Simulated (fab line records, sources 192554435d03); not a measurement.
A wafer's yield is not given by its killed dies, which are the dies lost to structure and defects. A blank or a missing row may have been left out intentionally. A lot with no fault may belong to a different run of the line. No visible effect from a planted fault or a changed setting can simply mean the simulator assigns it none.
Comparing a struck lot with a sound one | flow n5_finfet | 18 steps out of a route of 1938
Sound: these wafers, L641.1, L641.4, L641.5. Struck: wafers L646.1, L646.3, L646.4. Last of all comes the cause.
At each step with rows: each side's tool, then ch and its chambers, then its first start. Under that, the readings that differ: sound wafers | struck wafers | difference of the means | sigmas: that difference in standard deviations of wafers without a fault.
alike: readings with means less than 2 such deviations apart, plus words and numbers identical on both sides. not compared: withheld readings, readings lacking a value on some wafer, bounds such as >300 that could conceal the same value, and numbers that have no deviation in the record and whose values overlap.
A row with sigmas, a row that says differs or no value, or rows on one side alone: a step with any of these is where the two part. Numbers that have no deviation but don't overlap get no sigmas and don't part them. A reading missing from all wafers of one side parts the sides only when that side holds two or more wafers.

first, 1 step without rows for these wafers: N5_MIM_TOP_LITHO_HARDBAKE_09 (time 120 s).
N5_MIM_TOP_LITHO_CD_MEAS_08: target cd 2000 nm.
  sound on cd_sem-01 ch 0, day 18 17:14; struck on cd_sem-02 ch 0, day 20 03:04
  alike: cd_nm
N5_MIM_TOP_LITHO_OVL_MEAS_11:
  sound on overlay-02 ch 0, day 18 17:16; struck on overlay-02 ch 0, day 20 03:08
  alike: MIM_TOP_OVL
N5_MIM_TOP_LITHO_INSPECT_12: inspects for defects (macro).
  sound: defect_inspect-02 at day 18 17:18; struck: defect_inspect-02 at day 20 03:10
  alike: raw_defect_count
N5_MIM_TOP_LITHO_DESCUM_10: chemistry O2, time 7.9 s.
  sound on rie_diel-04 ch 0,1,2, day 18 17:46; struck on rie_diel-01 ch 0,2,3, day 20 03:11
  alike: drypump_motor_current_A, oes_product_au, rf_vpp_V, showerhead_plenum_p_Torr, temp_c, throttle_valve_pct
  not compared: rf_hours_counter_h
N5_MIM_TOP_ETCH_ETCH_00: etches TiN in Cl2/BCl3, target depth 38.5 nm.
  sound on rie_metal-02 ch 0,1, day 18 17:52; struck on rie_metal-02 ch 0,1, day 20 03:17
  alike: drypump_motor_current_A, mfc_ar_sccm, oes_product_au, throttle_valve_pct
  not compared: rf_hours_counter_h
N5_MIM_TOP_ETCH_STRIP_01: strips in O2.
  sound on rie_diel-02 ch 0,2,3, day 18 18:00; struck on rie_diel-02 ch 0,1,2, day 20 03:25
  alike: drypump_motor_current_A, oes_product_au, rf_vpp_V, showerhead_plenum_p_Torr, temp_c, throttle_valve_pct
  not compared: rf_hours_counter_h
N5_MIM_TOP_ETCH_PECVD_03: deposits SiNx from SiH4/NH3/N2, target thk 20 nm, time 17.6 s.
  sound on pecvd-03 ch 0,2, day 18 18:04; struck on pecvd-03 ch 0,1, day 20 03:29
  alike: heater_power_w, showerhead_plenum_p_Torr, throttle_valve_pct
then, 4 steps without rows for these wafers: N5_MIM_BOT_LITHO_HMDS_01 (time 60 s); N5_MIM_BOT_LITHO_COAT_02; N5_MIM_BOT_LITHO_EBR_04; N5_MIM_BOT_LITHO_SOFTBAKE_03 (time 90 s).
N5_MIM_BOT_LITHO_EXPOSE_05: exposes mask MIM BOT.
  sound on krf_scanner-02 ch 0, day 18 18:23; struck on krf_scanner-01 ch 0, day 20 03:47
  reading              | sound                | struck               | difference | sigmas
  exposure_dose_mJ_cm2 | 24.252 24.259 24.243 | 25.710 25.707 25.710 | +1.458     | +56
  alike: mask, focus_offset_nm, stage_vel_mm_s
then, 3 steps without rows for these wafers: N5_MIM_BOT_LITHO_PEB_06; N5_MIM_BOT_LITHO_DEVELOP_07 (develop time 60 s); N5_MIM_BOT_LITHO_HARDBAKE_09 (time 120 s).
N5_MIM_BOT_LITHO_CD_MEAS_08: target cd 3000 nm.
  sound on cd_sem-01 ch 0, day 18 18:33; struck on cd_sem-01 ch 0, day 20 03:58
  reading    | sound                | struck               | difference | sigmas
  cd_nm (nm) | 3001.7 2998.0 3001.1 | 3008.6 3009.3 3007.4 | +8.2       | +4
N5_MIM_BOT_LITHO_OVL_MEAS_11:
  sound on overlay-02 ch 0, day 18 18:35; struck on overlay-02 ch 0, day 20 04:00
  alike: MIM_BOT_OVL

== WHERE THEY PART ==
At N5_MIM_BOT_LITHO_EXPOSE_05 first; at N5_MIM_BOT_LITHO_CD_MEAS_08 last (within this record only). Later steps at which nothing parts them and some readings are alike: N5_MIM_BOT_LITHO_OVL_MEAS_11.

WHY: what had been put in by the simulator
Process parameter drift: krf_scanner-01, from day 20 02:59 on, at N5_MIM_BOT_LITHO_EXPOSE_05. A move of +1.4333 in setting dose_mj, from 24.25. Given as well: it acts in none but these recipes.
